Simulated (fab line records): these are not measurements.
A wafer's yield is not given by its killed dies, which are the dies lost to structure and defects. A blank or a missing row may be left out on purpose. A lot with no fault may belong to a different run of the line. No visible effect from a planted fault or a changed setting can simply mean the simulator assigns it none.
Problem report in the 8D (eight disciplines) form, filled by code    flow n5 finfet    the parts of the form that need people (team, actions taken, sign-off) are left out

## 1. PROBLEM STATEMENT
Wafers with no fault read 12 with a standard deviation of 4.9, whereas killed_at_M4_up at N5_PASSIVATION_PROBE_49 reads a mean of 74 on 1 wafer of 1 lot. That is +13 standard deviations from the usual mean.
Seen first at day 13 21:58 on prober-02, wafer L542.3. The record holds 1 wafer of 1 lot with a number at this step. Rule for "out" (also "out of limits"): further than 4 standard deviations from the usual mean. The other wafers with a number count as sound.

## 2. WHAT IT IS, AND WHAT IT ISN'T
question                     is                      is not
which readings at this step  killed_at_M4_up         defect limited yield, killed_at_M0_to_M3, killed at contacts, killed at front end, killed at other, killed dies, killed open, killed short, sort_bin_4_leakage, sort_bin_6_memory, sort n pass, sort yield pct
which lots                   L542                    -
which wafers of those lots   all that have a number  -
read on which tools          prober-02               -
when                         from day 13 21:58       up to then (0 sound wafers)

## 3. SUSPECTS, AND WHAT RULES EACH OUT
Counting: a tool at any process step up to the reading remains a suspect when it ran all the lots that are out and ran no sound lot after the first of those.
- rie diel-01 at N5_BEOL_M11_DESCUM_33 (chemistry O2, time 7.9 s): kept. It ran the lot that is out, L542 (day 11 23:05), and no sound lot after that.
- rie diel-01 at N5_BEOL_M11_VIA_ETCH_34 (etches SiCOH lowk in C4F6/O2, target depth 184.5 nm, time 69.2 s): kept. It ran the lot that is out, L542 (day 11 23:18), and no sound lot after that.
- wet bench-03 at N5_BEOL_M11_HM_STRIP_39 (strips TiN in peroxide tin strip, target depth 25 nm, time 158 s): kept. It ran the lot that is out, L542 (day 11 23:37), and no sound lot after that.
- uv cure-02 at N5_BEOL_M11_CURE_72 (cures SiCOH lowk, time 120 s): kept. It ran the lot that is out, L542 (day 11 23:50), and no sound lot after that.
- pvd sputter-02 at N5_BEOL_M11_SURFACE_TREAT_76: kept. It ran the lot that is out, L542 (day 12 01:22), and no sound lot after that.
- pvd sputter-02 at N5_BEOL_M11_SPUTTER_48 (material Cu, target thk 12 nm, time 2 s): kept. It ran the lot that is out, L542 (day 12 01:50), and no sound lot after that.
- prober-02 at N5_PASSIVATION_PROBE_49: kept. It ran the lot that is out, L542 (day 13 21:58), and no sound lot after that. Out on those wafers are its own readings of killed_at_M4_up.
Left after counting: rie diel-01 at N5_BEOL_M11_DESCUM_33, rie diel-01 at N5_BEOL_M11_VIA_ETCH_34, wet bench-03 at N5_BEOL_M11_HM_STRIP_39, uv cure-02 at N5_BEOL_M11_CURE_72, pvd sputter-02 at N5_BEOL_M11_SURFACE_TREAT_76, pvd sputter-02 at N5_BEOL_M11_SPUTTER_48, prober-02 at N5_PASSIVATION_PROBE_49.

## 4. THE CAUSE (what the simulator had put in)
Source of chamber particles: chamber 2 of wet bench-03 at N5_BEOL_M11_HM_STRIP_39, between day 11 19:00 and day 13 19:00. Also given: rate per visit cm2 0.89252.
7 suspects survive the count, and this tool is in that group.

## 5. THE CHAIN OF EFFECTS, in route order
One row per reading whose mean, taken over the struck wafers that have a number, lies over 3 standard deviations from the usual. Only readings whose record carries a usual standard deviation are examined. hours: median over the lots of the time between each lot's start at the first step of this table that gives one and its start at this step. sigmas: the change, counted in usual standard deviations.
hours  step                     reading          usual  on struck wafers  change  sigmas
0      N5_PASSIVATION_PROBE_49  killed_at_M4_up  12     74                +62     +13
0      N5_PASSIVATION_PROBE_49  killed on rim    13     26                +13     +3.2
Its process steps:
- N5_PASSIVATION_PROBE_49

## 6. HOW IT WOULD HAVE BEEN CAUGHT EARLIER
In this record no reading fell out of limits until day 13 21:58, 51 hours after the fault had begun at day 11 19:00.
Tool readings at N5_BEOL_M11_HM_STRIP_39 with a usual standard deviation given in the record: none out on any struck wafer, hence no alarm at a limit of 4 standard deviations on them.
The start of N5_BEOL_M11_HM_STRIP_39 on wet bench-03 came by day 13 21:58 for every one of the lots that are out (1). Holding the tool at that point would not have protected any of them.
